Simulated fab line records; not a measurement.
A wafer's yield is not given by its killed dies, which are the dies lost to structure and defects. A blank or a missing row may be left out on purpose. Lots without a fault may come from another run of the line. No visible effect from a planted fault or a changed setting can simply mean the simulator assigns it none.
Which of the tools did it?    flow n5_finfet    72 wafers from 24 lots sampled at 6 of the route's 1938 steps

== WHAT EACH GAUGE READ, for each wafer ==
N5_BEOL_M6_CD_MEAS_28: target cd 40 nm.
lot   measured      on         cd_nm (nm)
L074  day 8 13:19   cd_sem-02  39.68 39.97 40.35
L075  day 8 13:16   cd_sem-01  40.44 40.11 39.48
L076  day 9 02:33   cd_sem-01  39.61 39.98 40.06
L077  day 9 05:38   cd_sem-02  39.79 39.57 40.01
L078  day 9 15:21   cd_sem-01  40.13 40.18 39.65
L080  day 9 20:21   cd_sem-01  39.41 39.81 39.52
L079  day 10 01:02  cd_sem-02  40.46 39.72 40.09
L081  day 10 06:07  cd_sem-01  39.86 40.03 39.51
L082  day 10 06:34  cd_sem-01  40.04 39.78 39.99
L083  day 10 23:17  cd_sem-02  40.01 39.85 40.19
L084  day 11 08:45  cd_sem-01  39.69 39.66 39.50
L086  day 11 08:35  cd_sem-01  40.02 40.14 39.62
L085  day 11 12:31  cd_sem-02  40.06 39.88 40.04
L087  day 11 22:32  cd_sem-01  40.08 39.91 40.04
L088  day 12 11:35  cd_sem-02  40.07 39.91 40.09
L089  day 12 11:37  cd_sem-03  40.01 40.13 40.36
L090  day 12 11:43  cd_sem-01  39.87 40.44 39.78
L091  day 13 01:44  cd_sem-03  40.12 39.90 39.99
L092  day 13 05:44  cd_sem-03  39.86 39.81 40.12
L093  day 13 10:55  cd_sem-02  40.33 40.18 39.98
L094  day 13 15:08  cd_sem-02  39.96 39.64 39.93
L095  day 13 17:53  cd_sem-01  39.89 39.81 40.01
L096  day 14 04:16  cd_sem-03  39.96 39.83 39.91
L097  day 14 08:22  cd_sem-02  40.01 39.75 39.89

== EACH LOT AND THE TOOL THAT RAN IT (in order: tool; ch and the chambers of the sampled wafers; start) ==
lot   N5_BEOL_M5_CURE_80             N5_BEOL_M5_ANNEAL_49          N5_BEOL_M6_HM_DEP_02          N5_BEOL_M6_ETCH_61                  N5_BEOL_M6_STRIP_19
L074  uv_cure-03 ch 2, day 8 02:09   pvd_sputter-03, day 8 03:10   pvd_sputter-01, day 8 10:38   rie_diel-02 ch 1,2, day 8 11:15     rie_diel-06 ch 0,1,3, day 8 11:39
L075  uv_cure-02 ch 2, day 8 02:44   pvd_sputter-02, day 8 04:03   pvd_sputter-02, day 8 11:01   rie_diel-05 ch 0,2, day 8 11:33     rie_diel-06 ch 0,3, day 8 12:01
L076  uv_cure-03 ch 2, day 8 16:40   pvd_sputter-03, day 8 17:45   pvd_sputter-03, day 9 00:14   rie_diel-02 ch 1,2,3, day 9 00:52   rie_diel-02 ch 2,3, day 9 01:13
L077  uv_cure-01 ch 1, day 8 19:34   pvd_sputter-01, day 8 20:59   pvd_sputter-02, day 9 03:37   rie_diel-02 ch 1,2, day 9 04:53     rie_diel-02 ch 0,1,3, day 9 05:15
L078  uv_cure-01 ch 2, day 9 05:33   pvd_sputter-03, day 9 06:44   pvd_sputter-03, day 9 13:11   rie_diel-05 ch 0,1,2, day 9 13:48   rie_diel-05 ch 1,3, day 9 14:10
L080  uv_cure-01 ch 2, day 9 09:30   pvd_sputter-01, day 9 11:13   pvd_sputter-03, day 9 18:04   rie_diel-05 ch 0,1,2, day 9 18:56   rie_diel-06 ch 0,1,2, day 9 19:20
L079  uv_cure-03 ch 2, day 9 12:55   pvd_sputter-02, day 9 14:04   pvd_sputter-03, day 9 21:16   rie_diel-02 ch 0,1,3, day 9 21:50   rie_diel-06 ch 1,2, day 9 22:24
L081  uv_cure-03 ch 1, day 9 18:50   pvd_sputter-03, day 9 21:27   pvd_sputter-02, day 10 04:12  rie_diel-06 ch 0,1,2, day 10 04:49  rie_diel-05 ch 2,3, day 10 05:11
L082  uv_cure-03 ch 1, day 9 20:58   pvd_sputter-02, day 9 22:14   pvd_sputter-03, day 10 04:55  rie_diel-05 ch 0,2,3, day 10 05:25  rie_diel-06 ch 0,1,2, day 10 05:46
L083  uv_cure-01 ch 1, day 10 11:11  pvd_sputter-03, day 10 12:47  pvd_sputter-03, day 10 20:07  rie_diel-05 ch 0,1, day 10 20:50    rie_diel-02 ch 1,3, day 10 21:11
L084  uv_cure-02 ch 1, day 10 20:56  pvd_sputter-02, day 10 22:04  pvd_sputter-01, day 11 05:30  rie_diel-05 ch 1,3, day 11 06:07    rie_diel-02 ch 1,2,3, day 11 06:28
L086  uv_cure-01 ch 0, day 10 22:19  pvd_sputter-01, day 11 00:14  pvd_sputter-02, day 11 06:36  rie_diel-05 ch 2,3, day 11 07:06    rie_diel-06 ch 1,2, day 11 07:27
L085  uv_cure-02 ch 2, day 11 02:14  pvd_sputter-03, day 11 03:28  pvd_sputter-01, day 11 10:17  rie_diel-05 ch 0,1,3, day 11 11:02  rie_diel-06 ch 0,2,3, day 11 11:25
L087  uv_cure-01 ch 0, day 11 11:46  pvd_sputter-01, day 11 13:38  pvd_sputter-02, day 11 20:28  rie_diel-05 ch 1,3, day 11 21:09    rie_diel-06 ch 0,3, day 11 21:30
L088  uv_cure-03 ch 0, day 11 23:46  pvd_sputter-02, day 12 00:56  pvd_sputter-03, day 12 08:18  rie_diel-02 ch 1,3, day 12 08:58    rie_diel-06 ch 0,2,3, day 12 09:20
L089  uv_cure-02 ch 0, day 11 23:57  pvd_sputter-01, day 12 01:04  pvd_sputter-03, day 12 08:24  rie_diel-05 ch 0,2,3, day 12 09:05  rie_diel-06 ch 0,1, day 12 09:27
L090  uv_cure-01 ch 1, day 12 00:04  pvd_sputter-03, day 12 03:10  pvd_sputter-03, day 12 09:58  rie_diel-02 ch 0,1,3, day 12 10:35  rie_diel-06 ch 2,3, day 12 10:56
L091  uv_cure-03 ch 0, day 12 14:56  pvd_sputter-02, day 12 16:11  pvd_sputter-03, day 13 00:21  rie_diel-05 ch 0,1,2, day 13 00:58  rie_diel-05 ch 0,2,3, day 13 01:19
L092  uv_cure-02 ch 2, day 12 18:44  pvd_sputter-02, day 12 20:52  pvd_sputter-02, day 13 04:07  rie_diel-06 ch 1,2, day 13 04:44    rie_diel-05 ch 0,1,3, day 13 05:12
L093  uv_cure-02 ch 0, day 13 00:07  pvd_sputter-03, day 13 01:28  pvd_sputter-03, day 13 08:18  rie_diel-02 ch 1,3, day 13 09:17    rie_diel-02 ch 0,1,2, day 13 09:38
L094  uv_cure-01 ch 0, day 13 04:10  pvd_sputter-01, day 13 05:15  pvd_sputter-03, day 13 12:00  rie_diel-02 ch 0,1,2, day 13 12:37  rie_diel-02 ch 0,2,3, day 13 12:58
L095  uv_cure-01 ch 2, day 13 06:04  pvd_sputter-02, day 13 07:34  pvd_sputter-01, day 13 15:40  rie_diel-05 ch 0,2, day 13 17:06    rie_diel-02 ch 0,2, day 13 17:28
L096  uv_cure-01 ch 1, day 13 18:04  pvd_sputter-02, day 13 19:23  pvd_sputter-03, day 14 02:52  rie_diel-06 ch 0,2,3, day 14 03:29  rie_diel-06 ch 0,2, day 14 03:50
L097  uv_cure-02 ch 1, day 13 19:31  pvd_sputter-03, day 13 22:25  pvd_sputter-01, day 14 05:14  rie_diel-02 ch 1,2, day 14 05:51    rie_diel-02 ch 2,3, day 14 06:12
- N5_BEOL_M5_CURE_80: cures SiCOH lowk, time 120 s.
- N5_BEOL_M5_ANNEAL_49: time 1800 s.
- N5_BEOL_M6_HM_DEP_02: deposits TiN, target thk 20 nm.
- N5_BEOL_M6_ETCH_61: etches SiARC in CF4, target depth 45.5 nm, time 75.8 s.
- N5_BEOL_M6_STRIP_19: strips in O2.

== AS READ BY THE TOOLS THEMSELVES (means over the sampled wafers that have a number; for cases with no such wafer, the mark the record gives instead) ==
N5_BEOL_M5_CURE_80.
lot   tool        lamp_power_pct (%)  wafer_temp_C_max
L074  uv_cure-03  52.33               372.9
L075  uv_cure-02  52.30               370.8
L076  uv_cure-03  52.31               372.4
L077  uv_cure-01  52.33               372.4
L078  uv_cure-01  52.33               371.5
L080  uv_cure-01  52.32               371.2
L079  uv_cure-03  52.28               372.2
L081  uv_cure-03  52.33               370.9
L082  uv_cure-03  52.31               370.9
L083  uv_cure-01  52.30               372.9
L084  uv_cure-02  52.34               371.7
L086  uv_cure-01  52.37               372.2
L085  uv_cure-02  52.31               370.9
L087  uv_cure-01  52.26               371.7
L088  uv_cure-03  52.36               372.1
L089  uv_cure-02  52.30               370.7
L090  uv_cure-01  52.28               372.1
L091  uv_cure-03  52.30               372.3
L092  uv_cure-02  52.32               371.3
L093  uv_cure-02  52.35               370.8
L094  uv_cure-01  52.35               371.9
L095  uv_cure-01  52.39               371.0
L096  uv_cure-01  52.34               372.7
L097  uv_cure-02  52.21               371.3

N5_BEOL_M5_ANNEAL_49.
lot   tool            heater_power_w (W)
L074  pvd_sputter-03  808
L075  pvd_sputter-02  726
L076  pvd_sputter-03  879
L077  pvd_sputter-01  759
L078  pvd_sputter-03  820
L080  pvd_sputter-01  800
L079  pvd_sputter-02  723
L081  pvd_sputter-03  813
L082  pvd_sputter-02  780
L083  pvd_sputter-03  801
L084  pvd_sputter-02  739
L086  pvd_sputter-01  798
L085  pvd_sputter-03  845
L087  pvd_sputter-01  799
L088  pvd_sputter-02  783
L089  pvd_sputter-01  778
L090  pvd_sputter-03  889
L091  pvd_sputter-02  767
L092  pvd_sputter-02  778
L093  pvd_sputter-03  749
L094  pvd_sputter-01  796
L095  pvd_sputter-02  778
L096  pvd_sputter-02  740
L097  pvd_sputter-03  804

N5_BEOL_M6_HM_DEP_02.
lot   tool            throttle_valve_pct (%)
L074  pvd_sputter-01  29.8
L075  pvd_sputter-02  29.2
L076  pvd_sputter-03  30.0
L077  pvd_sputter-02  28.6
L078  pvd_sputter-03  31.3
L080  pvd_sputter-03  31.0
L079  pvd_sputter-03  30.7
L081  pvd_sputter-02  28.7
L082  pvd_sputter-03  30.8
L083  pvd_sputter-03  31.3
L084  pvd_sputter-01  29.8
L086  pvd_sputter-02  28.5
L085  pvd_sputter-01  30.1
L087  pvd_sputter-02  28.6
L088  pvd_sputter-03  30.2
L089  pvd_sputter-03  30.0
L090  pvd_sputter-03  30.9
L091  pvd_sputter-03  30.8
L092  pvd_sputter-02  29.6
L093  pvd_sputter-03  30.6
L094  pvd_sputter-03  30.9
L095  pvd_sputter-01  30.3
L096  pvd_sputter-03  31.4
L097  pvd_sputter-01  30.5

N5_BEOL_M6_ETCH_61.
lot   tool         bias_w (W)  drypump_motor_current_A (A)  etch_rf_on_time_s (s)  oes_product_au (a.u.)  rf_vpp_V (V)  showerhead_plenum_p_Torr (Torr)  throttle_valve_pct (%)
L074  rie_diel-02  35.98       5.8                          76.2                   0.61                   183.4         2.12                             15.68
L075  rie_diel-05  36.04       5.3                          74.4                   0.66                   183.8         2.18                             15.71
L076  rie_diel-02  36.00       5.8                          74.5                   0.62                   183.7         2.13                             15.83
L077  rie_diel-02  35.95       5.5                          76.8                   0.60                   184.5         2.13                             15.88
L078  rie_diel-05  35.89       5.5                          74.1                   0.66                   184.7         2.18                             15.67
L080  rie_diel-05  35.99       5.5                          76.4                   0.65                   183.7         2.17                             15.67
L079  rie_diel-02  36.08       6.2                          74.4                   0.66                   184.3         2.17                             15.67
L081  rie_diel-06  36.00       5.9                          75.1                   0.61                   183.9         2.16                             15.79
L082  rie_diel-05  35.90       5.3                          75.3                   0.65                   185.7         2.20                             15.58
L083  rie_diel-05  36.08       6.0                          74.8                   0.68                   184.1         2.16                             15.78
L084  rie_diel-05  35.87       6.0                          75.2                   0.68                   184.6         2.18                             15.63
L086  rie_diel-05  36.00       5.3                          76.5                   0.65                   185.1         2.22                             15.43
L085  rie_diel-05  36.05       5.7                          75.2                   0.67                   184.8         2.18                             15.70
L087  rie_diel-05  35.96       5.7                          76.1                   0.68                   184.2         2.21                             15.54
L088  rie_diel-02  36.15       6.1                          73.9                   0.78                   183.9         2.12                             15.33
L089  rie_diel-05  35.96       5.3                          75.4                   0.63                   184.4         2.19                             15.62
L090  rie_diel-02  36.12       6.2                          75.3                   0.72                   184.0         2.16                             15.55
L091  rie_diel-05  36.19       5.5                          74.7                   0.64                   185.0         2.16                             15.73
L092  rie_diel-06  35.92       5.6                          75.9                   0.61                   183.9         2.16                             15.70
L093  rie_diel-02  35.84       6.0                          73.8                   0.69                   184.1         2.13                             15.67
L094  rie_diel-02  35.99       5.9                          76.1                   0.69                   183.9         2.15                             15.61
L095  rie_diel-05  36.19       5.1                          75.8                   0.61                   184.9         2.17                             15.64
L096  rie_diel-06  35.97       5.9                          75.9                   0.62                   184.0         2.13                             15.83
L097  rie_diel-02  35.94       5.9                          74.8                   0.73                   183.5         2.11                             15.41

N5_BEOL_M6_STRIP_19.
lot   tool         drypump_motor_current_A (A)  oes_product_au (a.u.)  rf_vpp_V (V)  showerhead_plenum_p_Torr (Torr)  throttle_valve_pct (%)
L074  rie_diel-06  5.9                          0.74                   3.9           2.13                             16.92
L075  rie_diel-06  6.2                          0.74                   3.4           2.10                             16.99
L076  rie_diel-02  5.6                          0.74                   3.5           2.11                             17.06
L077  rie_diel-02  6.2                          0.77                   3.6           2.12                             16.70
L078  rie_diel-05  5.9                          0.82                   3.2           2.16                             16.72
L080  rie_diel-06  5.9                          0.71                   3.8           2.11                             16.85
L079  rie_diel-06  5.6                          0.74                   4.3           2.12                             16.68
L081  rie_diel-05  5.3                          0.77                   3.5           2.21                             16.59
L082  rie_diel-06  5.9                          0.71                   4.1           2.11                             16.85
L083  rie_diel-02  6.1                          0.70                   4.9           2.07                             16.70
L084  rie_diel-02  5.8                          0.71                   3.3           2.08                             16.92
L086  rie_diel-06  5.6                          0.70                   3.8           2.14                             16.79
L085  rie_diel-06  5.9                          0.75                   3.6           2.10                             16.84
L087  rie_diel-06  5.9                          0.76                   3.1           2.11                             16.94
L088  rie_diel-06  5.9                          0.74                   3.7           2.09                             16.85
L089  rie_diel-06  5.9                          0.67                   3.3           2.13                             17.00
L090  rie_diel-06  5.6                          0.78                   3.2           2.11                             16.78
L091  rie_diel-05  5.3                          0.74                   4.2           2.16                             16.74
L092  rie_diel-05  5.7                          0.77                   3.9           2.14                             16.85
L093  rie_diel-02  6.0                          0.81                   2.9           2.11                             16.65
L094  rie_diel-02  5.8                          0.73                   4.0           2.12                             17.00
L095  rie_diel-02  6.0                          0.77                   4.1           2.16                             16.86
L096  rie_diel-06  6.1                          0.68                   3.6           2.07                             16.98
L097  rie_diel-02  5.4                          0.70                   4.5           2.09                             17.18

== THE ANSWER, worked out from the rows above alone ==
Rule: what is usual is taken from the lots themselves. Put in order of their means at a reading, lots are off if they are a third of the lots or fewer, leave a main group of 4 or more, and stand apart from it by a gap of 3 or more times the standard deviation of the main group's means; of several such gaps the widest counts. Not used: any main group whose means are identical at the precision the tables above print for the reading. A lot without any number at a reading at which 4 lots or more have one is off too. All remaining lots with rows at the step are treated as sound. First the gauges in route order, then the tools' own readings, where a lot's mean is used as printed above. The first step at which some lot is off is used, and at that step the reading that is off furthest; a lot without a number counts as furthest.
No lot is off at any reading shown: from this, nothing can be told.

== WHAT WAS PUT IN BY THE SIMULATOR ==
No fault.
